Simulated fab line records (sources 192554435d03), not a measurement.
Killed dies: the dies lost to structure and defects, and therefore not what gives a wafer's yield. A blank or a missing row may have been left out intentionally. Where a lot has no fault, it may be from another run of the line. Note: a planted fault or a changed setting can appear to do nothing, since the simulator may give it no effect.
fab line records	flow n5-finfet
[record] lots = 13	wafers = 32	last-day = 21
route steps=1938 shown BEOL_M15@1825 MIM_TOP_LITHO@1843 PASSIVATION@1936
lots with no fault: from the same line, run without faults
start-h: hours from the record's opening day to when the first of the lot's shown wafers began	wait-h: hours elapsed since this lot's preceding step	" the same as in the row above	L1.1+2: a row that stands for several wafers	- no value, or no start given	* or withheld: withheld	< > ~ a bound
route shown NAME@n: names a module that has steps shown in the file, with the first one's number in the route	usual: mean/standard deviation of fault-free wafers	same: alike in all rows	chamber/n: place in a boat	sites: per-site readings	_std_site: their standard deviation	_edge_site: the outer-site mean with the inner-site mean subtracted	radius-mm: how far each site lies from the wafer's centre	mask NAME#n: copy n	behind: the most recent tool/chamber to have shaped the wafer	hold: why the lot went on hold/how many hours it stayed there/how the hold came to an end	device: names the non-switching transistor (n, p or np)	end of line: tests of these same wafers at the route's end	a step with no rows: only its recipe	killed: the dies lost at the first sort to structure and to defects; this is not the yield of the wafer	map: a wafer's dies, marking killed ones x, the rest . and places with no die _
set.NAME: the setting that was run; set.NAME@STEP: the one run at that earlier step	model.NAME: the simulator's own value behind a step, which no gauge read
a sample of lots followed through the steps of the route, with each step as a table and each wafer as a row
services: a tool's chamber out of use, with start hour (start-h, from the record's first day; less than 0 if before it), hours out, and reason
[[steps]]
[step N5_BEOL_M15_THK_MEAS_50]
[recipe] thk-meas-gauge = xrf	reads = Cu_of_BEOL_M15_ECD_47
[usual] M15_THK = 821/19
lot.wafer	tool	chamber	start-h	wait-h	M15_THK[nm]
L994.3	film-metro-02	-	368.80	-	828
L994.4	"	-	"	"	812
L994.5	"	-	"	"	872
L997.2	film-metro-01	-	376.06	-	819
L997.6	"	-	"	"	828
L998.1	film-metro-02	-	376.41	-	813
L998.4	"	-	"	"	790
L998.6	"	-	"	"	816
L999.2	film-metro-02	-	390.15	-	817
L999.3	"	-	"	"	847
L999.4	"	-	"	"	821
L103.1	film-metro-02	-	392.57	-	828
L103.2	"	-	"	"	797
L103.5	"	-	"	"	838
L100.4	film-metro-01	-	399.86	-	796
L100.5	"	-	"	"	823
L105.3	film-metro-02	-	403.56	-	835
L105.6	"	-	"	"	810
L106.3	film-metro-02	-	419.38	-	803
L106.5	"	-	"	"	800
L106.6	"	-	"	"	800
L111.4	film-metro-02	-	433.67	-	852
L111.6	"	-	"	"	817
L110.2	film-metro-02	-	441.36	-	837
L110.6	"	-	"	"	803
L108.5	film-metro-02	-	444.51	-	824
L108.6	"	-	"	"	825
L116.1	film-metro-02	-	484.66	-	815
L116.5	"	-	"	"	830
L116.6	"	-	"	"	838
L117.2	film-metro-01	-	497.27	-	811
L117.3	"	-	"	"	802
[step N5_MIM_TOP_LITHO_EXPOSE_05]
[recipe] mask-id = MIM_TOP	na = 0.55	source-shape = conventional	sigma-outer = 0.8	polarization = unpolarized	target-cd-nm = 2000	dose-mj = 20.5
[usual] exposure-dose-mJ-cm2 = 20.478/0.02
lot.wafer	tool	chamber	start-h	wait-h	mask	exposure-dose-mJ-cm2
L994.3	krf-scanner-02	0	372.53	-	MIM_TOP#0	20.464
L994.4	"	0	"	"	MIM_TOP#0	20.443
L994.5	"	0	"	"	MIM_TOP#0	20.462
L997.2	krf-scanner-02	0	379.35	-	MIM_TOP#0	20.478
L997.6	"	0	"	"	MIM_TOP#0	20.490
L998.1	krf-scanner-02	0	379.72	-	MIM_TOP#0	20.506
L998.4	"	0	"	"	MIM_TOP#0	20.440
L998.6	"	0	"	"	MIM_TOP#0	20.498
L999.2	krf-scanner-02	0	393.11	-	MIM_TOP#0	20.490
L999.3	"	0	"	"	MIM_TOP#0	20.464
L999.4	"	0	"	"	MIM_TOP#0	20.457
L103.1	krf-scanner-02	0	397.42	-	MIM_TOP#0	20.487
L103.2	"	0	"	"	MIM_TOP#0	20.502
L103.5	"	0	"	"	MIM_TOP#0	20.479
L100.4	krf-scanner-02	0	402.74	-	MIM_TOP#0	20.481
L100.5	"	0	"	"	MIM_TOP#0	20.454
L105.3	krf-scanner-02	0	407.51	-	MIM_TOP#0	20.495
L105.6	"	0	"	"	MIM_TOP#0	20.460
L106.3	krf-scanner-02	0	422.51	-	MIM_TOP#0	20.476
L106.5	"	0	"	"	MIM_TOP#0	20.494
L106.6	"	0	"	"	MIM_TOP#0	20.510
L111.4	krf-scanner-02	0	438.84	-	MIM_TOP#0	20.499
L111.6	"	0	"	"	MIM_TOP#0	20.461
L110.2	krf-scanner-02	0	445.04	-	MIM_TOP#0	20.467
L110.6	"	0	"	"	MIM_TOP#0	20.458
L108.5	krf-scanner-01	0	450.30	-	MIM_TOP#0	20.466
L108.6	"	0	"	"	MIM_TOP#0	20.455
L116.1	krf-scanner-01	0	490.06	-	MIM_TOP#0	20.469
L116.5	"	0	"	"	MIM_TOP#0	20.482
L116.6	"	0	"	"	MIM_TOP#0	20.464
L117.2	krf-scanner-02	0	500.79	-	MIM_TOP#0	20.128
L117.3	"	0	"	"	MIM_TOP#0	20.123
[step N5_MIM_TOP_LITHO_CD_MEAS_08]
[recipe] target-cd-nm = 2000	landing-energy-ev = 500	detector = se-inlens
[usual] cd-nm = 1999.4/2.3
lot.wafer	tool	chamber	start-h	wait-h	cd-nm
L994.3	cd-sem-02	0	372.70	-	1998.6
L994.4	"	0	"	"	1998.7
L994.5	"	0	"	"	1996.5
L997.2	cd-sem-01	0	379.52	-	1999.3
L997.6	"	0	"	"	1998.9
L998.1	cd-sem-01	0	379.90	-	2000.1
L998.4	"	0	"	"	1998.5
L998.6	"	0	"	"	2001.0
L999.2	cd-sem-01	0	393.28	-	2000.6
L999.3	"	0	"	"	2002.3
L999.4	"	0	"	"	1997.5
L103.1	cd-sem-02	0	397.59	-	1997.9
L103.2	"	0	"	"	1994.8
L103.5	"	0	"	"	1996.7
L100.4	cd-sem-01	0	402.90	-	2001.8
L100.5	"	0	"	"	2002.6
L105.3	cd-sem-03	0	407.67	-	1994.2
L105.6	"	0	"	"	1998.3
L106.3	cd-sem-03	0	422.68	-	2000.3
L106.5	"	0	"	"	2000.4
L106.6	"	0	"	"	1999.1
L111.4	cd-sem-01	0	439.01	-	1999.6
L111.6	"	0	"	"	1998.5
L110.2	cd-sem-03	0	445.22	-	2001.1
L110.6	"	0	"	"	2000.2
L108.5	cd-sem-01	0	450.46	-	2000.5
L108.6	"	0	"	"	2002.6
L116.1	cd-sem-02	0	490.23	-	1996.3
L116.5	"	0	"	"	2000.1
L116.6	"	0	"	"	2002.0
L117.2	cd-sem-01	0	500.96	-	2003.6
L117.3	"	0	"	"	2000.0
[step N5_MIM_TOP_LITHO_DESCUM_10]
[recipe] chemistry = O2	time-s = 7.9	source-power-w = 50	bias-power-w = 20	pressure-mtorr = 20	rf-frequency-hz = 2.712e+07	temp-c = 40	o2-flow-sccm = 225
[usual] chamber-pressure-mTorr = 19.999/0.018	drypump-motor-current-A = 6.0/0.39	oes-product-au = 0.80/0.071	rf-vpp-V = 243.3/1.2	showerhead-plenum-p-Torr = 2.12/0.066	throttle-valve-pct = 20.37/0.24
[same] time-s = 7.9
lot.wafer	tool	chamber	start-h	wait-h	chamber-pressure-mTorr	drypump-motor-current-A	oes-product-au	rf-hours-counter-h	rf-vpp-V	showerhead-plenum-p-Torr	throttle-valve-pct
L994.3	rie-diel-04	0	372.83	0.1	19.989	5.1	0.87	41	242.0	2.04	20.37
L994.4	"	3	"	"	19.969	5.6	0.92	22	243.9	2.13	20.12
L994.5	"	2	"	"	19.997	5.7	0.73	-	242.4	2.06	20.25
L997.2	rie-diel-05	0	379.81	0.2	20.003	5.7	0.73	132	244.5	2.19	20.20
L997.6	"	3	"	"	19.990	6.7	0.78	-	244.5	2.22	20.52
L998.1	rie-diel-05	2	380.29	0.3	20.022	5.8	0.78	124	242.7	2.08	20.17
L998.4	"	1	"	"	20.030	6.2	0.81	97	245.1	2.20	20.65
L998.6	"	1	"	"	20.006	6.2	0.81	-	244.0	2.20	20.66
L999.2	rie-diel-01	1	393.37	0.0	20.010	5.9	0.85	59	242.8	2.06	20.65
L999.3	"	2	"	"	20.039	5.5	0.93	10	242.4	2.04	19.96
L999.4	"	1	"	"	20.023	6.0	0.85	-	243.1	2.06	20.65
L103.1	rie-diel-01	1	397.68	0.0	19.985	6.0	0.84	61	243.2	2.06	20.65
L103.2	"	0	"	"	20.029	6.2	0.74	170	244.8	2.17	20.41
L103.5	"	1	"	"	19.976	6.0	0.85	-	241.5	2.06	20.67
L100.4	rie-diel-01	1	403.02	0.1	19.984	5.9	0.84	-	241.9	2.06	20.65
L100.5	"	2	"	"	19.993	5.5	0.92	-	243.6	2.04	19.96
L105.3	rie-diel-04	2	407.97	0.2	20.023	5.7	0.72	179	242.9	2.05	20.25
L105.6	"	2	"	"	20.022	5.7	0.72	-	243.1	2.05	20.26
L106.3	rie-diel-01	3	422.76	0.0	20.014	6.4	0.97	5	241.9	2.07	20.09
L106.5	"	0	"	"	20.014	6.2	0.73	-	244.3	2.17	20.43
L106.6	"	3	"	"	19.995	6.4	0.97	-	241.9	2.07	20.10
L111.4	rie-diel-04	1	439.09	0.0	19.995	6.3	0.83	101	243.7	2.12	20.56
L111.6	"	2	"	"	20.005	5.7	0.71	-	241.2	2.05	20.27
L110.2	rie-diel-05	3	445.30	0.0	20.019	6.7	0.76	124	243.8	2.22	20.55
L110.6	"	2	"	"	20.007	5.8	0.76	-	241.8	2.07	20.20
L108.5	rie-diel-05	1	450.57	0.1	20.028	6.2	0.78	-	245.1	2.19	20.70
L108.6	"	2	"	"	19.998	5.8	0.75	-	243.1	2.07	20.22
L116.1	rie-diel-01	1	490.32	0.0	20.016	6.0	0.80	95	243.2	2.05	20.71
L116.5	"	0	"	"	19.996	6.2	0.70	-	245.0	2.16	20.48
L116.6	"	1	"	"	19.987	6.0	0.81	-	241.9	2.05	20.70
L117.2	rie-diel-05	1	501.05	0.0	19.989	6.2	0.78	137	244.1	2.19	20.74
L117.3	"	3	"	"	19.993	6.7	0.74	143	244.2	2.21	20.58
[step N5_PASSIVATION_PROBE_49]
[usual] defect-limited-yield = 91.1/1.4	killed_at_M0_to_M3 = 34/9.6	killed_at_M4_up = 15/5.3	killed-at-contacts = 12/6.1	killed-at-front-end = 40/11	killed-at-other = 3.5/2.8	killed-dies = 105/17	killed-on-rim = 14/4.3	killed-open = 70/12	killed-short = 34/7.7	sort_bin_4_leakage = 0.01/0.07	sort_bin_5_function = 5.2/0.97	sort_bin_6_memory = 3.4/0.62	sort_bin_8_speed = 0.00/0.023	sort-n-pass = 1075/17	sort-yield-pct = 91.1/1.4
[same] gross-dies = 1180	killed-at-back-side = 0
lot.wafer	tool	chamber	start-h	wait-h	defect-limited-yield[%]	killed_at_M0_to_M3	killed_at_M4_up	killed-at-contacts	killed-at-front-end	killed-at-other	killed-dies	killed-on-rim	killed-open	killed-short	sort_bin_4_leakage[%]	sort_bin_5_function[%]	sort_bin_6_memory[%]	sort_bin_8_speed[%]	sort-n-pass	sort-yield-pct[%]
L999.2	prober-01	-	403.44	0.1	91.6	28	13	21	36	1	99	13	65	34	0	4.9	3.1	0	1081	91.6
L999.4	prober-01	-	403.54	0.2	91.6	41	11	11	36	0	99	11	60	39	0	4.8	3.1	0	1081	91.6
L103.1	prober-02	-	408.14	0.1	90.8	33	23	10	37	6	109	18	71	36	0	5.5	3.5	0	1071	90.8
L103.2	prober-02	-	408.19	0.2	91.4	25	19	15	32	10	101	7	70	26	0	4.4	3.6	0	1079	91.4
L103.5	prober-02	-	408.34	0.3	92.2	18	13	25	34	2	92	9	66	24	0	4.5	3.1	0	1088	92.2
L105.3	prober-01	-	420.62	0.1	93.1	16	19	7	37	3	82	11	56	26	0	3.9	2.7	0	1098	93.1
L105.6	prober-01	-	420.77	0.3	93.0	9	20	8	44	2	83	9	54	29	0	4.6	2.0	0	1097	93.0
L111.4	prober-02	-	450.00	0.2	90.5	39	15	9	45	4	112	16	75	37	0	5.0	3.9	0	1068	90.5
L111.6	prober-02	-	450.10	0.3	91.2	34	7	19	41	3	104	12	68	36	0	5.7	3.0	0	1076	91.2
L110.2	prober-01	-	456.98	0.1	91.9	29	10	12	39	6	96	20	49	46	0	4.7	3.3	0	1084	91.9
L110.6	prober-01	-	457.18	0.3	91.4	32	18	9	36	6	101	16	67	34	0	5.4	3.0	0	1079	91.4
L108.5	prober-02	-	462.34	0.2	86.6	49	30	8	69	2	158	21	117	40	0	8.6	4.5	0	1022	86.6
L108.6	prober-02	-	462.39	0.3	91.4	34	25	6	37	0	102	11	71	26	0.08	5.6	2.5	0	1077	91.3
// killed by level:class
L999.2 MOL_CONTACT_COAG:geometric-particle:open=16 FIN_SAQP:geometric-particle:open=10 FIN_SAQP:geometric-particle:short=9 BEOL_M1:geometric-particle:open=6 BEOL_M2:geometric-particle:open=6 BEOL_M4:geometric-particle:open=6 MOL_CONTACT_COAG:geometric-particle:short=5 BEOL_M3:geometric-particle:short=5
L999.4 FIN_SAQP:geometric-particle:open=15 BEOL_M0_SAQP:geometric-particle:short=12 MOL_CONTACT_COAG:geometric-particle:open=9 FIN_SAQP:geometric-particle:short=8 BEOL_M3:geometric-particle:open=8 BEOL_M0_SAQP:geometric-particle:open=6 BEOL_M4:geometric-particle:open=6 BEOL_M1:geometric-particle:open=4
L103.1 BEOL_M4:geometric-particle:open=15 MOL_CONTACT_COAG:geometric-particle:open=9 BEOL_M2:geometric-particle:open=9 BEOL_M0_SAQP:geometric-particle:short=8 GATE_CUT:geometric-particle:short=7 ILD0:geometric-particle:open=6 FIN_SAQP:geometric-particle:open=5 BEOL_M1:geometric-particle:open=5
L103.2 MOL_CONTACT_COAG:geometric-particle:open=12 BEOL_M4:geometric-particle:open=10 STI_FIN_REVEAL:geometric-particle:open=9 BEOL_M2:geometric-particle:open=8 FIN_SAQP:geometric-particle:open=5 HKMG_FIN:area-etch=5 BEOL_M0_SAQP:geometric-particle:open=4 BEOL_M0:geometric-particle:open=4
L103.5 MOL_CONTACT_COAG:geometric-particle:open=20 STI_FIN_REVEAL:geometric-particle:open=7 FIN_SAQP:geometric-particle:open=6 BEOL_M4:geometric-particle:open=6 MOL_CONTACT_COAG:geometric-particle:short=5 STI_FIN_REVEAL:geometric-particle:short=4 DUMMY_GATE:geometric-particle:open=4 BEOL_M0_SAQP:geometric-particle:open=4
L105.3 BEOL_M4:geometric-particle:open=8 FIN_SAQP:geometric-particle:short=7 MOL_CONTACT_COAG:geometric-particle:open=7 STARTING-WAFER:geometric-particle:short=6 STI_FIN_REVEAL:geometric-particle:open=5 GATE_CUT:geometric-particle:open=5 BEOL_M2:geometric-particle:open=5 BEOL_M0_SAQP:geometric-particle:open=4
L105.6 FIN_SAQP:geometric-particle:open=10 GATE_CUT:geometric-particle:short=9 FIN_SAQP:geometric-particle:short=8 MOL_CONTACT_COAG:geometric-particle:open=8 BEOL_M4:geometric-particle:open=6 GATE_CUT:geometric-particle:open=4 BEOL_M8:geometric-particle:open=4 FIN_CUT:geometric-particle:open=3
L111.4 BEOL_M2:geometric-particle:open=15 FIN_SAQP:geometric-particle:short=11 FIN_SAQP:geometric-particle:open=10 STI_FIN_REVEAL:geometric-particle:open=9 BEOL_M0_SAQP:geometric-particle:short=6 MOL_CONTACT_COAG:geometric-particle:open=5 BEOL_M3:geometric-particle:open=5 DUMMY_GATE:geometric-particle:open=4
L111.6 MOL_CONTACT_COAG:geometric-particle:open=17 BEOL_M2:geometric-particle:open=12 FIN_SAQP:geometric-particle:short=11 FIN_SAQP:geometric-particle:open=9 STI_FIN_REVEAL:geometric-particle:open=7 BEOL_M1:geometric-particle:open=5 BEOL_M2:geometric-particle:short=5 BEOL_M0_SAQP:geometric-particle:short=4
L110.2 BEOL_M0_SAQP:geometric-particle:short=15 FIN_SAQP:geometric-particle:short=10 MOL_CONTACT_COAG:geometric-particle:open=8 BEOL_M0_SAQP:geometric-particle:open=7 STI_FIN_REVEAL:geometric-particle:open=6 STARTING-WAFER:geometric-particle:short=5 FIN_SAQP:geometric-particle:open=4 MOL_CONTACT_COAG:geometric-particle:short=4
L110.6 MOL_CONTACT_COAG:geometric-particle:open=9 BEOL_M2:geometric-particle:open=9 BEOL_M4:geometric-particle:open=9 FIN_SAQP:geometric-particle:short=7 STI_FIN_REVEAL:geometric-particle:open=6 BEOL_M0_SAQP:geometric-particle:short=6 FIN_SAQP:geometric-particle:open=5 BEOL_M3:geometric-particle:short=5
L108.5 STI_FIN_REVEAL:geometric-particle:open=31 BEOL_M3:geometric-particle:open=17 BEOL_M4:geometric-particle:open=16 FIN_SAQP:geometric-particle:open=11 STI_FIN_REVEAL:geometric-particle:short=10 BEOL_M1:geometric-particle:open=8 MOL_CONTACT_COAG:geometric-particle:open=7 BEOL_M0_SAQP:geometric-particle:open=6
L108.6 STI_FIN_REVEAL:geometric-particle:open=13 BEOL_M3:geometric-particle:open=11 BEOL_M4:geometric-particle:open=11 BEOL_M3:geometric-particle:short=6 FIN_SAQP:geometric-particle:short=5 MOL_CONTACT_COAG:geometric-particle:open=5 BEOL_M0_SAQP:geometric-particle:short=5 BEOL_M8:geometric-particle:open=4
[[services]]
tool	chamber	start-h	hours	kind
krf-scanner-01	-	354.11	1.0	pm
rie-diel-01	2	354.43	-	clean
rie-diel-01	2	354.43	-	consumable-replace:focus-ring
rie-diel-01	2	354.43	23.2	scheduled-down
rie-diel-01	2	354.43	23.2	vent-cycle
krf-scanner-01	0	356.32	-	calibration
rie-diel-05	0	359.21	8.0	repair
krf-scanner-02	0	371.54	-	calibration
rie-diel-01	3	377.91	-	clean
rie-diel-01	3	377.91	-	consumable-replace:focus-ring
rie-diel-01	3	377.91	30.8	scheduled-down
rie-diel-01	3	377.91	30.8	vent-cycle
krf-scanner-01	-	378.50	1.3	pm
krf-scanner-02	-	385.11	1.0	pm
krf-scanner-02	-	405.08	0.3	repair
rie-diel-05	-	410.63	0.9	repair
krf-scanner-02	-	418.84	0.8	pm
krf-scanner-02	-	431.92	1.3	pm
rie-diel-01	3	432.33	4.8	repair
rie-diel-05	1	452.35	1.3	repair
rie-diel-04	3	460.95	2.6	repair
rie-diel-01	2	468.26	16.2	repair
krf-scanner-01	-	491.57	0.8	pm
[[key]]
[first-sign] step = N5_MIM_TOP_LITHO_EXPOSE_05	reading = exposure-dose-mJ-cm2	direction = down	sigmas = 18	usual = 20.478	struck = 20.126
effect none on later readings
met-at N5_MIM_TOP_LITHO_EXPOSE_05
struck-lots L117
[loop-trim] step = N5_MIM_TOP_LITHO_EXPOSE_05	setting = dose	lots = L117
not-acting-at N5_BEOL_M15_THK_MEAS_50,N5_MIM_TOP_LITHO_CD_MEAS_08,N5_MIM_TOP_LITHO_DESCUM_10
onset-between 445.04 500.79
[fault] kind = process-parameter-drift	tool = krf-scanner-02	chamber = -	onset-h = 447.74	steps = N5_MIM_TOP_LITHO_EXPOSE_05	channel = dose-mj	offset = -0.54047	shape = step	acts-in = these-recipes-only	stated = 20.5
// loop-trim: a control loop set the setting to another value than it would have without faults
